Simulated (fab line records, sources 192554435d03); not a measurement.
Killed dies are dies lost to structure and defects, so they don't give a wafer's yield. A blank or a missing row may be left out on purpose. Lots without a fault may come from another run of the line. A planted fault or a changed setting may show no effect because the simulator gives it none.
Which tool did it? | flow n5_finfet | 24 lots, 72 wafers sampled, at 1 step of a route of 1938

WHAT THE GAUGES READ, wafer by wafer
N5_BEOL_M3_OCD_MEAS_38.
lot  | measured     | on     | trench_depth_nm (nm)
L074 | day 7 04:30  | ocd-02 | 56.5 55.4 55.7
L075 | day 7 16:47  | ocd-02 | 55.6 56.8 55.2
L076 | day 8 06:47  | ocd-02 | 55.7 55.5 56.3
L077 | day 8 06:54  | ocd-01 | 55.5 54.0 54.1
L078 | day 8 14:44  | ocd-02 | 55.1 53.5 54.8
L079 | day 8 14:45  | ocd-01 | 55.1 55.5 54.8
L080 | day 8 20:26  | ocd-01 | 53.7 55.2 54.5
L081 | day 8 23:10  | ocd-01 | 55.3 56.2 56.4
L082 | day 9 03:34  | ocd-01 | 54.1 56.6 53.2
L083 | day 9 18:24  | ocd-02 | 55.0 53.8 56.3
L084 | day 10 07:18 | ocd-02 | 56.0 54.0 54.2
L086 | day 10 07:21 | ocd-01 | 56.3 54.9 55.4
L085 | day 10 11:20 | ocd-02 | 56.6 54.9 55.4
L088 | day 10 15:58 | ocd-02 | 55.8 56.0 56.1
L087 | day 11 00:17 | ocd-02 | 54.8 56.7 56.4
L089 | day 11 04:04 | ocd-02 | 56.7 53.9 55.7
L090 | day 11 07:13 | ocd-01 | 55.5 55.6 56.2
L092 | day 11 13:32 | ocd-01 | 54.1 54.7 55.3
L091 | day 11 20:49 | ocd-01 | 54.8 53.7 53.8
L093 | day 12 03:53 | ocd-01 | 54.0 54.3 55.9
L094 | day 12 04:18 | ocd-02 | 55.5 56.4 56.2
L095 | day 12 20:15 | ocd-02 | 54.4 53.9 56.4
L096 | day 12 23:49 | ocd-02 | 54.1 54.1 55.9
L097 | day 13 04:31 | ocd-01 | 55.2 54.7 55.4

WHICH TOOL RAN EACH LOT (tool, then ch and the chambers of the sampled wafers, then the start)
The record holds no process step before these readings.

WHAT THE TOOLS THEMSELVES READ (means of the sampled wafers that have a number; where no wafer has one, the mark that the record gives instead)
The record holds no such reading with a usual standard deviation.

THE ANSWER, worked out from the rows above alone
Rule: what is usual is taken from the lots themselves. Put in order of their means at a reading, lots are off if they are a third of the lots or fewer, leave a main group of 4 or more, and stand apart from it by a gap of 3 or more times the standard deviation of the main group's means; of several such gaps the widest counts. A main group whose means are all the same, to the digits that the tables above print for the reading, isn't used. A lot without any number at a reading at which 4 lots or more have one is off too. The other lots that the step has rows for count as sound. The gauges are gone through in route order, then the tools' own readings, and for those a lot's mean is taken as printed above. The first step at which some lot is off is used, and at that step the reading that is off furthest; a lot without a number counts as furthest.
No lot is off at any reading shown: from this, nothing can be told.

WHAT THE SIMULATOR HAD PUT IN
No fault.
